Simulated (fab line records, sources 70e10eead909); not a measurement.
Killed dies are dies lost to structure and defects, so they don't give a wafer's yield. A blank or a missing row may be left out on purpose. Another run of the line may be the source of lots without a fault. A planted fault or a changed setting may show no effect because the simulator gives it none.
fab line records + flow nand_harc
record
- lots=6
- wafers=18
- last_day=32
route steps=1302 shown A_CONTACT@1089 END@1302
lots that met no fault: taken from a fault-free run of the same line
start_h: start of the lot's first displayed wafer, in hours after the record's first day + wait_h: time in hours since the lot's previous step + " the same as in the row above + L1.1+2: a single row standing in for several wafers + - value missing, or start not given + * or withheld: withheld + < > ~ a bound
route shown NAME@n: names a module that has steps shown in the file, with the first one's number in the route + usual: mean/standard deviation taken from wafers without a fault + same: alike in all rows + chamber/n: place in a boat + sites: readings site by site + _std_site: their standard deviation + _edge_site: mean of outer sites minus mean of inner sites + radius_mm: for every site, how far away it sits from the centre of the wafer + mask NAME#n: copy n + behind: the most recent tool/chamber to have shaped the wafer + hold: the reason the lot was held/the length of the hold in hours/how it ended + device: the n, p or np transistor that did not switch + end of line: tests run on the same wafers once the route is complete + a step with no rows: only its recipe + killed: the dies lost at the first sort to structure and to defects; this is not the yield of the wafer + map: shows each die of a wafer: x if killed, . if not, _ if none is there
set.NAME: setting as actually run; set.NAME@STEP: the setting as run at that earlier step + model.NAME: the simulator's own value behind a step, which no gauge read
lots at some steps of the route; a table a step, a row a wafer
services: when a tool's chamber went out of use (start_h, in hours from the record's first day, below 0 if earlier), for how many hours, and the reason
## steps
# step NHARC_A_CONTACT_ETCH_137
# recipe
- source_w=withheld
- pressure_mtorr=20
- bias_v=1200
- time_s=311
- target_depth_a=19120
- ar_flow_sccm=withheld
- c4f8_flow_sccm=withheld
- o2_flow_sccm=withheld
- chemistry=C4F8/O2/Ar
# step NHARC_A_CONTACT_ETCH_138
# recipe
- source_w=withheld
- pressure_mtorr=20
- bias_v=1200
- time_s=311
- target_depth_a=19140
- ar_flow_sccm=withheld
- c4f8_flow_sccm=withheld
- o2_flow_sccm=withheld
- chemistry=C4F8/O2/Ar
# usual
- chamber_pressure_mTorr=19.998/0.02
| lot.wafer | tool            | chamber | start_h | wait_h | chamber_pressure_mTorr | rf_hours_counter_h |
|-----------|-----------------|---------|---------|--------|------------------------|--------------------|
| L214.1    | har_cap_etch-01 | 1       | 596.73  | 0.2    | 20.014                 | 16                 |
| L214.6    | "               | 0       | "       | "      | 20.011                 | -                  |
| L214.5    | "               | 1       | "       | "      | 19.949                 | -                  |
| L215.1    | har_cap_etch-01 | 0       | 601.29  | 0.2    | 20.006                 | 18                 |
| L215.4    | "               | 0       | "       | "      | 19.982                 | -                  |
| L215.5    | "               | 1       | "       | "      | 20.003                 | -                  |
| L220.1    | har_cap_etch-03 | 0       | 666.20  | 0.2    | 20.031                 | 73                 |
| L220.4    | "               | 0       | "       | "      | 20.006                 | -                  |
| L220.6    | "               | 0       | "       | "      | 20.004                 | -                  |
| L225.2    | har_cap_etch-01 | 0       | 706.66  | 0.2    | 19.993                 | 38                 |
| L225.1    | "               | 1       | "       | "      | 20.003                 | 38                 |
| L225.6    | "               | 0       | "       | "      | 20.004                 | -                  |
| L226.1    | har_cap_etch-01 | 1       | 713.45  | 0.2    | 19.975                 | 39                 |
| L226.6    | "               | 1       | "       | "      | 19.988                 | -                  |
| L226.5    | "               | 0       | "       | "      | 20.021                 | -                  |
| L228.2    | har_cap_etch-03 | 1       | 713.62  | 0.3    | 20.011                 | 82                 |
| L228.4    | "               | 1       | "       | "      | 19.985                 | -                  |
| L228.5    | "               | 1       | "       | "      | 19.981                 | -                  |
# step NHARC_A_CONTACT_ETCH_139
# recipe
- source_w=withheld
- pressure_mtorr=20
- bias_v=400
- time_s=195
- target_depth_a=8400
- ar_flow_sccm=withheld
- c4f8_flow_sccm=11.5
- o2_flow_sccm=7.2
- chemistry=C4F8/O2/Ar
# step NHARC_A_CONTACT_ETCH_92
# recipe
- target_depth_a=400
- over_etch_frac=0.5
- time_s=85.7
- ion_energy_ev=120
- ch3f_flow_sccm=50
- o2_flow_sccm=30
- ar_flow_sccm=200
- rf_w=500
- bias_w=100
- chemistry=CH3F/O2
# step NHARC_A_CONTACT_ETCH_98
# recipe
- target_depth_a=200
- over_etch_frac=0.5
- time_s=10
- ion_energy_ev=250
- c4f6_flow_sccm=25
- o2_flow_sccm=20
- ar_flow_sccm=500
- rf_w=600
- bias_w=500
- chemistry=C4F6/O2
# usual
- chamber_pressure_mTorr=30.006/0.028
- drypump_motor_current_A=5.9/0.43
- oes_product_au=0.953/0.026
- rf_vpp_V=547/3.6
- showerhead_plenum_p_Torr=3.93/0.18
- throttle_valve_pct=26.903/0.011
| lot.wafer | tool        | chamber | start_h | wait_h | chamber_pressure_mTorr | drypump_motor_current_A | oes_product_au | rf_hours_counter_h | rf_vpp_V | showerhead_plenum_p_Torr | throttle_valve_pct |
|-----------|-------------|---------|---------|--------|------------------------|-------------------------|----------------|--------------------|----------|--------------------------|--------------------|
| L214.1    | rie_diel-02 | 2       | -       | -      | 30.029                 | 6.6                     | 0.949          | 10                 | 545      | 3.82                     | 26.915             |
| L214.5    | "           | 2       | "       | "      | 30.057                 | 6.5                     | 0.959          | -                  | 546      | 3.82                     | 26.909             |
| L214.6    | "           | 3       | "       | "      | 29.993                 | 5.9                     | 0.942          | -                  | 543      | 3.77                     | 26.896             |
| L215.1    | rie_diel-05 | 1       | -       | -      | 29.959                 | 6.2                     | 0.942          | 3                  | 550      | 4.08                     | 26.901             |
| L215.4    | "           | 2       | "       | "      | 30.028                 | 5.9                     | 1.004          | 0                  | 544      | 3.82                     | 26.907             |
| L215.5    | "           | 1       | "       | "      | 30.033                 | 6.2                     | 0.947          | -                  | 550      | 4.08                     | 26.909             |
| L220.4    | rie_diel-12 | 1       | -       | -      | 30.011                 | 6.5                     | 1.000          | 8                  | 546      | 3.83                     | 26.909             |
| L220.1    | "           | 0       | "       | "      | 30.022                 | 4.9                     | 1.004          | 7                  | 553      | 4.22                     | 26.897             |
| L220.6    | "           | 2       | "       | "      | 29.972                 | 5.1                     | 1.009          | -                  | 551      | 4.19                     | 26.914             |
| L225.2    | rie_diel-02 | 0       | -       | -      | 29.985                 | 5.8                     | 0.953          | 41                 | 551      | 4.13                     | 26.901             |
| L225.1    | "           | 3       | "       | "      | 30.044                 | 5.9                     | 0.937          | 44                 | 543      | 3.75                     | 26.893             |
| L225.6    | "           | 0       | "       | "      | 30.048                 | 5.8                     | 0.948          | -                  | 550      | 4.13                     | 26.894             |
| L226.1    | rie_diel-05 | 2       | -       | -      | 29.978                 | 5.8                     | 0.929          | 22                 | 542      | 3.81                     | 26.904             |
| L226.5    | "           | 3       | "       | "      | 30.026                 | 5.7                     | 0.925          | -                  | 549      | 3.97                     | 26.899             |
| L226.6    | "           | 0       | "       | "      | 29.988                 | 6.0                     | 0.927          | -                  | 542      | 3.64                     | 26.899             |
| L228.2    | rie_diel-02 | 3       | -       | -      | 30.030                 | 5.9                     | 0.946          | 46                 | 543      | 3.75                     | 26.904             |
| L228.4    | "           | 0       | "       | "      | 30.066                 | 5.8                     | 0.973          | 43                 | 550      | 4.13                     | 26.890             |
| L228.5    | "           | 3       | "       | "      | 30.023                 | 5.9                     | 0.954          | -                  | 544      | 3.75                     | 26.918             |
# step NHARC_A_CONTACT_CD_MEAS_15
# usual
- cd_nm=189.8/0.71
| lot.wafer | tool      | chamber | start_h | wait_h | cd_nm |
|-----------|-----------|---------|---------|--------|-------|
| L214.1    | cd_sem-03 | -       | 597.79  | -      | 188.9 |
| L214.5    | "         | -       | "       | "      | 189.6 |
| L214.6    | "         | -       | "       | "      | 188.8 |
| L215.1    | cd_sem-01 | -       | 602.34  | -      | 190.2 |
| L215.4    | "         | -       | "       | "      | 190.2 |
| L215.5    | "         | -       | "       | "      | 190.5 |
| L220.1    | cd_sem-03 | -       | 667.20  | -      | 188.8 |
| L220.4    | "         | -       | "       | "      | 189.7 |
| L220.6    | "         | -       | "       | "      | 190.2 |
| L225.1    | cd_sem-01 | -       | 707.71  | -      | 189.2 |
| L225.2    | "         | -       | "       | "      | 190.1 |
| L225.6    | "         | -       | "       | "      | 190.2 |
| L226.1    | cd_sem-03 | -       | 714.50  | -      | 189.8 |
| L226.5    | "         | -       | "       | "      | 189.1 |
| L226.6    | "         | -       | "       | "      | 189.2 |
| L228.2    | cd_sem-02 | -       | 714.79  | -      | 191.4 |
| L228.4    | "         | -       | "       | "      | 191.0 |
| L228.5    | "         | -       | "       | "      | 191.2 |
# step NHARC_A_CONTACT_STRIP_107
# recipe
- n2_flow_sccm=150
- h2_flow_sccm=150
- ar_flow_sccm=0
- bias_w=0
- chemistry=N2/H2
# step NHARC_A_CONTACT_STRIP_108
# recipe
- cf4_flow_sccm=100
- chf3_flow_sccm=30
- ar_flow_sccm=0
- bias_w=0
- chemistry=CF4/CHF3
# step NHARC_A_CONTACT_STRIP_109
# recipe
- o2_flow_sccm=400
- cos_flow_sccm=20
- ar_flow_sccm=0
- bias_w=0
- chemistry=O2/COS
# step NHARC_A_CONTACT_ETCH_110
# recipe
- target_depth_a=600
- overetch_a=60
- time_s=33
- ion_energy_ev=100
- cf4_flow_sccm=80
- o2_flow_sccm=20
- ar_flow_sccm=0
- rf_w=300
- bias_w=100
- chemistry=CF4/O2
# usual
- chamber_pressure_mTorr=30.005/0.026
- drypump_motor_current_A=5.8/0.52
- oes_product_au=0.996/0.011
- rf_vpp_V=198.1/1.7
- showerhead_plenum_p_Torr=1.34/0.07
- throttle_valve_pct=13.397/0.0093
| lot.wafer | tool        | chamber | start_h | wait_h | chamber_pressure_mTorr | drypump_motor_current_A | oes_product_au | rf_hours_counter_h | rf_vpp_V | showerhead_plenum_p_Torr | throttle_valve_pct |
|-----------|-------------|---------|---------|--------|------------------------|-------------------------|----------------|--------------------|----------|--------------------------|--------------------|
| L214.1    | rie_diel-02 | 0       | 598.37  | 0.1    | 29.983                 | 5.8                     | 1.007          | 7                  | 198.8    | 1.42                     | 13.396             |
| L214.6    | "           | 3       | "       | "      | 30.001                 | 5.9                     | 1.003          | -                  | 197.9    | 1.28                     | 13.369             |
| L214.5    | "           | 0       | "       | "      | 30.004                 | 5.8                     | 1.000          | -                  | 199.3    | 1.42                     | 13.401             |
| L215.1    | rie_diel-12 | 1       | 602.67  | 0.1    | 30.003                 | 6.5                     | 1.004          | 50                 | 197.7    | 1.31                     | 13.403             |
| L215.4    | "           | 1       | "       | "      | 30.029                 | 6.5                     | 1.015          | -                  | 196.1    | 1.30                     | 13.385             |
| L215.5    | "           | 3       | "       | "      | 30.016                 | 5.7                     | 0.984          | -                  | 198.7    | 1.36                     | 13.387             |
| L220.1    | rie_diel-02 | 3       | 667.50  | 0.1    | 30.056                 | 5.9                     | 0.984          | 30                 | 197.0    | 1.27                     | 13.399             |
| L220.4    | "           | 1       | "       | "      | 30.036                 | 5.0                     | 0.993          | 30                 | 198.7    | 1.43                     | 13.404             |
| L220.6    | "           | 2       | "       | "      | 30.017                 | 6.5                     | 0.987          | -                  | 198.8    | 1.29                     | 13.386             |
| L225.2    | rie_diel-02 | 1       | 708.04  | 0.1    | 29.979                 | 5.0                     | 1.003          | 43                 | 200.6    | 1.42                     | 13.389             |
| L225.1    | "           | 2       | "       | "      | 29.986                 | 6.6                     | 1.004          | 47                 | 197.6    | 1.29                     | 13.418             |
| L225.6    | "           | 1       | "       | "      | 30.068                 | 5.0                     | 0.996          | -                  | 199.1    | 1.42                     | 13.393             |
| L228.2    | rie_diel-02 | 1       | 715.08  | 0.1    | 29.974                 | 5.0                     | 0.985          | 46                 | 199.8    | 1.42                     | 13.406             |
| L228.4    | "           | 3       | "       | "      | 29.970                 | 5.9                     | 0.977          | 46                 | 196.1    | 1.27                     | 13.382             |
| L228.5    | "           | 1       | "       | "      | 29.998                 | 5.0                     | 0.986          | -                  | 199.2    | 1.42                     | 13.399             |
| L226.1    | rie_diel-05 | 3       | 715.26  | 0.0    | 29.980                 | 5.7                     | 0.988          | 21                 | 198.7    | 1.35                     | 13.401             |
| L226.6    | "           | 3       | "       | "      | 29.992                 | 5.7                     | 0.990          | -                  | 199.0    | 1.35                     | 13.396             |
| L226.5    | "           | 0       | "       | "      | 29.985                 | 6.0                     | 0.978          | -                  | 196.2    | 1.23                     | 13.395             |
# step NHARC_A_CONTACT_STRIP_26
# recipe
- o2_flow_sccm=500
- ar_flow_sccm=0
- bias_w=0
- chemistry=O2
# usual
- chamber_pressure_mTorr=60.00/0.059
- drypump_motor_current_A=5.8/0.54
- oes_product_au=0.998/0.01
- rf_vpp_V=57.9/0.83
- showerhead_plenum_p_Torr=3.55/0.17
- throttle_valve_pct=17.036/0.009
| lot.wafer | tool        | chamber | start_h | wait_h | chamber_pressure_mTorr | drypump_motor_current_A | oes_product_au | rf_hours_counter_h | rf_vpp_V | showerhead_plenum_p_Torr | throttle_valve_pct |
|-----------|-------------|---------|---------|--------|------------------------|-------------------------|----------------|--------------------|----------|--------------------------|--------------------|
| L214.1    | rie_diel-02 | 1       | -       | -      | 60.01                  | 5.0                     | 0.999          | 8                  | 58.4     | 3.77                     | 17.043             |
| L214.6    | "           | 2       | "       | "      | 60.08                  | 6.6                     | 1.005          | -                  | 57.5     | 3.43                     | 17.041             |
| L214.5    | "           | 3       | "       | "      | 59.99                  | 5.9                     | 0.995          | -                  | 57.1     | 3.39                     | 17.039             |
| L215.1    | rie_diel-12 | 3       | -       | -      | 59.92                  | 5.8                     | 1.001          | 55                 | 58.4     | 3.59                     | 17.041             |
| L215.4    | "           | 1       | "       | "      | 60.03                  | 6.5                     | 1.013          | -                  | 57.3     | 3.45                     | 17.038             |
| L215.5    | "           | 3       | "       | "      | 60.13                  | 5.8                     | 1.004          | -                  | 59.4     | 3.59                     | 17.036             |
| L220.1    | rie_diel-02 | 0       | -       | -      | 59.94                  | 5.8                     | 1.012          | 29                 | 58.4     | 3.73                     | 17.038             |
| L220.4    | "           | 1       | "       | "      | 59.97                  | 5.0                     | 0.995          | 30                 | 60.2     | 3.76                     | 17.048             |
| L220.6    | "           | 0       | "       | "      | 59.98                  | 5.8                     | 1.009          | -                  | 58.2     | 3.73                     | 17.033             |
| L225.1    | rie_diel-02 | 0       | -       | -      | 60.02                  | 5.8                     | 1.007          | 41                 | 56.8     | 3.72                     | 17.025             |
| L225.2    | "           | 3       | "       | "      | 59.92                  | 5.9                     | 0.986          | 44                 | 57.6     | 3.37                     | 17.034             |
| L225.6    | "           | 0       | "       | "      | 59.92                  | 5.8                     | 1.006          | -                  | 57.0     | 3.72                     | 17.035             |
| L228.4    | rie_diel-02 | 0       | -       | -      | 60.10                  | 5.8                     | 0.999          | 43                 | 59.0     | 3.72                     | 17.030             |
| L228.2    | "           | 2       | "       | "      | 60.10                  | 6.6                     | 0.997          | 49                 | 56.2     | 3.41                     | 17.042             |
| L228.5    | "           | 0       | "       | "      | 60.03                  | 5.8                     | 1.009          | -                  | 57.0     | 3.72                     | 17.060             |
| L226.1    | rie_diel-05 | 1       | -       | -      | 60.03                  | 6.2                     | 0.973          | 24                 | 58.7     | 3.66                     | 17.044             |
| L226.6    | "           | 2       | "       | "      | 59.96                  | 5.8                     | 0.995          | -                  | 58.5     | 3.42                     | 17.060             |
| L226.5    | "           | 3       | "       | "      | 60.04                  | 5.8                     | 0.982          | -                  | 57.3     | 3.57                     | 17.029             |
# step NHARC_A_CONTACT_STRIP_27
# recipe
- time_s=600
- temp_c=30
- chemistry=post_etch_residue_remover
# step NHARC_A_CONTACT_ALD_18
# recipe
- target_thk_a=30
- pulse_time_s=1
- ald_cycles=150
- temp_c=450
- material=TiN
# usual
- ald_cycles=150/0
- heater_power_w=1089/81
- precursor_pulse_height_rel=1.002/0.023
| lot.wafer | tool         | chamber | start_h | wait_h | ald_cycles | heater_power_w | precursor_pulse_height_rel |
|-----------|--------------|---------|---------|--------|------------|----------------|----------------------------|
| L214.1    | ald_metal-01 | 2       | 599.03  | -      | 150        | 1132           | 1.000                      |
| L214.5    | "            | 1       | "       | "      | 150        | 1125           | 0.962                      |
| L214.6    | "            | 2       | "       | "      | 150        | 1097           | 0.953                      |
| L215.4    | ald_metal-03 | 2       | 603.37  | -      | 150        | 908            | 1.006                      |
| L215.1    | "            | 3       | "       | "      | 150        | 1186           | 1.022                      |
| L215.5    | "            | 2       | "       | "      | 150        | 892            | 1.027                      |
| L220.4    | ald_metal-02 | 1       | 668.15  | -      | 150        | 1121           | 0.944                      |
| L220.1    | "            | 2       | "       | "      | 150        | 1105           | 1.011                      |
| L220.6    | "            | 2       | "       | "      | 150        | 1135           | 0.995                      |
| L225.1    | ald_metal-02 | 3       | 708.84  | -      | 52         | 976            | 1.029                      |
| L225.2    | "            | 1       | "       | "      | 52         | 1092           | 0.974                      |
| L225.6    | "            | 3       | "       | "      | 52         | 948            | 0.931                      |
| L228.2    | ald_metal-01 | 1       | 715.75  | -      | 150        | 1092           | 1.065                      |
| L228.4    | "            | 3       | "       | "      | 150        | 998            | 0.961                      |
| L228.5    | "            | 1       | "       | "      | 150        | 1073           | 0.981                      |
| L226.1    | ald_metal-02 | 3       | 715.97  | -      | 52         | 954            | 1.022                      |
| L226.5    | "            | 0       | "       | "      | 52         | 1129           | 0.995                      |
| L226.6    | "            | 1       | "       | "      | 52         | 1152           | 0.980                      |
# step NHARC_A_CONTACT_CVD_19
# recipe
- target_thk_a=3000
- temp_c=300
- pressure_torr=40
- wf6_flow_sccm=40
- h2_flow_sccm=1600
- ar_flow_sccm=1560
- time_s=802
- material=W
# usual
- heater_power_w=471/35
- throttle_valve_pct=7.80/0.26
| lot.wafer | tool     | chamber | start_h | wait_h | heater_power_w | throttle_valve_pct |
|-----------|----------|---------|---------|--------|----------------|--------------------|
| L214.1    | cvd_w-02 | 1       | -       | -      | 437            | 7.54               |
| L214.5    | "        | 0       | "       | "      | 496            | 8.34               |
| L214.6    | "        | 1       | "       | "      | 441            | 7.41               |
| L215.1    | cvd_w-01 | 0       | -       | -      | 506            | 8.10               |
| L215.4    | "        | 1       | "       | "      | 431            | 7.79               |
| L215.5    | "        | 1       | "       | "      | 432            | 7.87               |
| L220.1    | cvd_w-01 | 1       | -       | -      | 433            | 7.92               |
| L220.4    | "        | 1       | "       | "      | 433            | 7.75               |
| L220.6    | "        | 0       | "       | "      | 501            | 8.20               |
| L225.1    | cvd_w-01 | 0       | -       | -      | 523            | 8.10               |
| L225.2    | "        | 1       | "       | "      | 442            | 7.73               |
| L225.6    | "        | 0       | "       | "      | 517            | 8.08               |
| L228.2    | cvd_w-02 | 0       | -       | -      | 492            | 7.69               |
| L228.4    | "        | 1       | "       | "      | 436            | 7.37               |
| L228.5    | "        | 1       | "       | "      | 431            | 7.31               |
| L226.1    | cvd_w-01 | 0       | -       | -      | 507            | 8.40               |
| L226.6    | "        | 0       | "       | "      | 508            | 8.43               |
| L226.5    | "        | 1       | "       | "      | 432            | 7.80               |
# step NHARC_END_SORT_01
# recipe
- temp_c=25
# usual
- killed_at_array=53/18
- killed_at_other=1.0/1.2
- killed_at_periphery=3.6/2.4
- killed_dies=58/18
- killed_open=3.4/1.8
- killed_short=2.3/1.5
# same
- gross_dies=677
| lot.wafer | tool      | chamber | start_h | wait_h | killed_at_array | killed_at_other | killed_at_periphery | killed_dies | killed_open | killed_short |
|-----------|-----------|---------|---------|--------|-----------------|-----------------|---------------------|-------------|-------------|--------------|
| L225.1    | prober-01 | 0       | 763.73  | 2.5    | 673             | 0               | 4                   | 677         | 1           | 3            |
| L225.2    | prober-01 | 0       | 764.52  | 2.8    | 672             | 2               | 3                   | 677         | 0           | 4            |
| L225.6    | prober-01 | 0       | 767.66  | 3.9    | 670             | 3               | 4                   | 677         | 3           | 4            |
| L226.1    | prober-02 | 0       | 765.01  | 2.5    | 676             | 0               | 1                   | 677         | 0           | 2            |
| L226.5    | prober-02 | 0       | 768.17  | 3.7    | 675             | 0               | 2                   | 677         | 4           | 1            |
| L226.6    | prober-02 | 0       | 768.96  | 4.0    | 672             | 0               | 5                   | 677         | 4           | 2            |
# killed by level:class
L225.1 A_CONTACT:area_ald=633 A_SLIT:chamber_film_flake=15 A_CHANNEL_HOLE_D2:chamber_film_flake=11 A_CHANNEL_HOLE_D1:chamber_film_flake=8 A_CONTACT:chamber_film_flake=3 P_GATE:geometric_particle:short=2 A_CHANNEL_FILL_D1:geometric_particle:short=1 A_BLC:geometric_particle:open=1
L225.2 A_CONTACT:area_ald=629 A_SLIT:chamber_film_flake=13 A_CHANNEL_HOLE_D2:chamber_film_flake=10 A_CHANNEL_HOLE_D1:chamber_film_flake=8 A_STAIRCASE:chamber_film_flake=6 A_CONTACT:chamber_film_flake=3 A_M0:geometric_particle:short=2 THIN_TSV:chamber_film_flake=2
L226.1 A_CONTACT:area_ald=631 A_CHANNEL_HOLE_D2:chamber_film_flake=19 A_CHANNEL_HOLE_D1:chamber_film_flake=10 A_SLIT:chamber_film_flake=5 A_CONTACT:chamber_film_flake=5 A_ZERO_WELL:chamber_film_flake=2 A_BLC:chamber_film_flake=2 A_CHANNEL_FILL_D2:geometric_particle:short=1
L225.6 A_CONTACT:area_ald=627 A_SLIT:chamber_film_flake=14 A_CHANNEL_HOLE_D2:chamber_film_flake=10 A_CHANNEL_HOLE_D1:chamber_film_flake=8 A_CONTACT:chamber_film_flake=6 STARTING-WAFER:geometric_particle:short=2 P_ZERO_WELL:chamber_film_flake=2 P_M0:geometric_particle:open=1
L226.5 A_CONTACT:area_ald=634 A_CHANNEL_HOLE_D2:chamber_film_flake=14 A_CHANNEL_HOLE_D1:chamber_film_flake=9 A_BLC:chamber_film_flake=5 A_CONTACT:chamber_film_flake=4 A_STAIRCASE:chamber_film_flake=2 A_SLIT:chamber_film_flake=2 P_M0:geometric_particle:open=1
L226.6 A_CONTACT:area_ald=635 A_CHANNEL_HOLE_D2:chamber_film_flake=14 A_CONTACT:chamber_film_flake=8 A_CHANNEL_HOLE_D1:chamber_film_flake=5 A_SLIT:chamber_film_flake=5 P_GATE:chamber_film_flake=3 P_M0:geometric_particle:open=1 P_M0:geometric_particle:short=1
# map L225.1 (x killed, . not)
____________x____________
_________xxxxxxx_________
_______xxxxxxxxxxx_______
______xxxxxxxxxxxxx______
_____xxxxxxxxxxxxxxx_____
____xxxxxxxxxxxxxxxxx____
____xxxxxxxxxxxxxxxxx____
___xxxxxxxxxxxxxxxxxxx___
___xxxxxxxxxxxxxxxxxxx___
__xxxxxxxxxxxxxxxxxxxxx__
__xxxxxxxxxxxxxxxxxxxxx__
_xxxxxxxxxxxxxxxxxxxxxxx_
_xxxxxxxxxxxxxxxxxxxxxxx_
_xxxxxxxxxxxxxxxxxxxxxxx_
_xxxxxxxxxxxxxxxxxxxxxxx_
_xxxxxxxxxxxxxxxxxxxxxxx_
xxxxxxxxxxxxxxxxxxxxxxxxx
xxxxxxxxxxxxxxxxxxxxxxxxx
xxxxxxxxxxxxxxxxxxxxxxxxx
xxxxxxxxxxxxxxxxxxxxxxxxx
xxxxxxxxxxxxxxxxxxxxxxxxx
_xxxxxxxxxxxxxxxxxxxxxxx_
_xxxxxxxxxxxxxxxxxxxxxxx_
_xxxxxxxxxxxxxxxxxxxxxxx_
_xxxxxxxxxxxxxxxxxxxxxxx_
_xxxxxxxxxxxxxxxxxxxxxxx_
__xxxxxxxxxxxxxxxxxxxxx__
__xxxxxxxxxxxxxxxxxxxxx__
___xxxxxxxxxxxxxxxxxxx___
___xxxxxxxxxxxxxxxxxxx___
____xxxxxxxxxxxxxxxxx____
____xxxxxxxxxxxxxxxxx____
_____xxxxxxxxxxxxxxx_____
______xxxxxxxxxxxxx______
_______xxxxxxxxxxx_______
_________xxxxxxx_________
____________x____________
# map L226.1 (x killed, . not)
____________x____________
_________xxxxxxx_________
_______xxxxxxxxxxx_______
______xxxxxxxxxxxxx______
_____xxxxxxxxxxxxxxx_____
____xxxxxxxxxxxxxxxxx____
____xxxxxxxxxxxxxxxxx____
___xxxxxxxxxxxxxxxxxxx___
___xxxxxxxxxxxxxxxxxxx___
__xxxxxxxxxxxxxxxxxxxxx__
__xxxxxxxxxxxxxxxxxxxxx__
_xxxxxxxxxxxxxxxxxxxxxxx_
_xxxxxxxxxxxxxxxxxxxxxxx_
_xxxxxxxxxxxxxxxxxxxxxxx_
_xxxxxxxxxxxxxxxxxxxxxxx_
_xxxxxxxxxxxxxxxxxxxxxxx_
xxxxxxxxxxxxxxxxxxxxxxxxx
xxxxxxxxxxxxxxxxxxxxxxxxx
xxxxxxxxxxxxxxxxxxxxxxxxx
xxxxxxxxxxxxxxxxxxxxxxxxx
xxxxxxxxxxxxxxxxxxxxxxxxx
_xxxxxxxxxxxxxxxxxxxxxxx_
_xxxxxxxxxxxxxxxxxxxxxxx_
_xxxxxxxxxxxxxxxxxxxxxxx_
_xxxxxxxxxxxxxxxxxxxxxxx_
_xxxxxxxxxxxxxxxxxxxxxxx_
__xxxxxxxxxxxxxxxxxxxxx__
__xxxxxxxxxxxxxxxxxxxxx__
___xxxxxxxxxxxxxxxxxxx___
___xxxxxxxxxxxxxxxxxxx___
____xxxxxxxxxxxxxxxxx____
____xxxxxxxxxxxxxxxxx____
_____xxxxxxxxxxxxxxx_____
______xxxxxxxxxxxxx______
_______xxxxxxxxxxx_______
_________xxxxxxx_________
____________x____________
## services
| tool         | chamber | start_h | hours | kind                          |
|--------------|---------|---------|-------|-------------------------------|
| rie_diel-02  | 0       | 580.46  | -     | clean                         |
| rie_diel-02  | 1       | 580.46  | -     | clean                         |
| rie_diel-02  | 2       | 580.46  | -     | clean                         |
| rie_diel-02  | 2       | 580.46  | -     | consumable_replace:focus_ring |
| rie_diel-02  | 3       | 580.46  | -     | clean                         |
| rie_diel-05  | -       | 583.60  | 9.0   | pm                            |
| ald_metal-03 | -       | 600.19  | 0.6   | repair                        |
| rie_diel-02  | 0       | 604.96  | -     | clean                         |
| rie_diel-02  | 1       | 604.96  | -     | clean                         |
| rie_diel-02  | 2       | 604.96  | -     | clean                         |
| rie_diel-02  | 3       | 604.96  | -     | clean                         |
| ald_metal-02 | -       | 610.00  | 10.0  | pm                            |
| rie_diel-12  | -       | 625.42  | 9.0   | pm                            |
| ald_metal-01 | 0       | 625.67  | 4.5   | repair                        |
| rie_diel-02  | 0       | 629.48  | -     | clean                         |
| rie_diel-02  | 3       | 640.50  | 3.0   | repair                        |
| cvd_w-02     | -       | 656.29  | 13.0  | pm                            |
| ald_metal-03 | 2       | 658.26  | 26.7  | repair                        |
| cvd_w-01     | -       | 660.19  | 0.8   | repair                        |
| cvd_w-01     | -       | 679.27  | 2.3   | repair                        |
| rie_diel-12  | 1       | 689.66  | 4.9   | repair                        |
| cvd_w-01     | -       | 696.52  | 0.5   | repair                        |
| ald_metal-01 | -       | 704.00  | 10.0  | pm                            |
| rie_diel-12  | 0       | 711.27  | 4.4   | repair                        |
## key
first_sign
- step=NHARC_A_CONTACT_ALD_18
- reading=ald_cycles
- direction=down
- sigmas=99+
- usual=150
- struck=52
effect
- step=NHARC_END_SORT_01
- reading=killed_at_array
- direction=up
- sigmas=35
- usual=53
- struck=673
more_kills_born_at
- NHARC_A_CONTACT_ALD_18@ald_metal-02=3789
met_at NHARC_A_CONTACT_ALD_18
struck_wafers L225.1,L225.2,L225.6,L226.1,L226.5,L226.6
later_rows_left_out L225.1,L225.2,L225.6,L226.1,L226.5,L226.6
tester_left_out L225,L226
onset_between 668.15 708.84
fault
- kind=process_parameter_drift
- tool=ald_metal-02
- chamber=-
- onset_h=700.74
- steps=NHARC_A_CONTACT_ALD_18
- channel=ald_cycles
- offset=-98
- shape=step
- end_h=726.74
- acts_in=these_recipes_only
- stated=150
# tester_left_out: of these lots the tester's yield and bins aren't shown, on N5 and GAA mostly nor the transistor test; their killed dies are dies lost to structure and defects alone, not to doping, threshold or leakage, so they don't give the yield
# later_rows_left_out: the simulator's readings of these wafers behind a module that went badly wrong aren't trusted and aren't shown, but for the sort
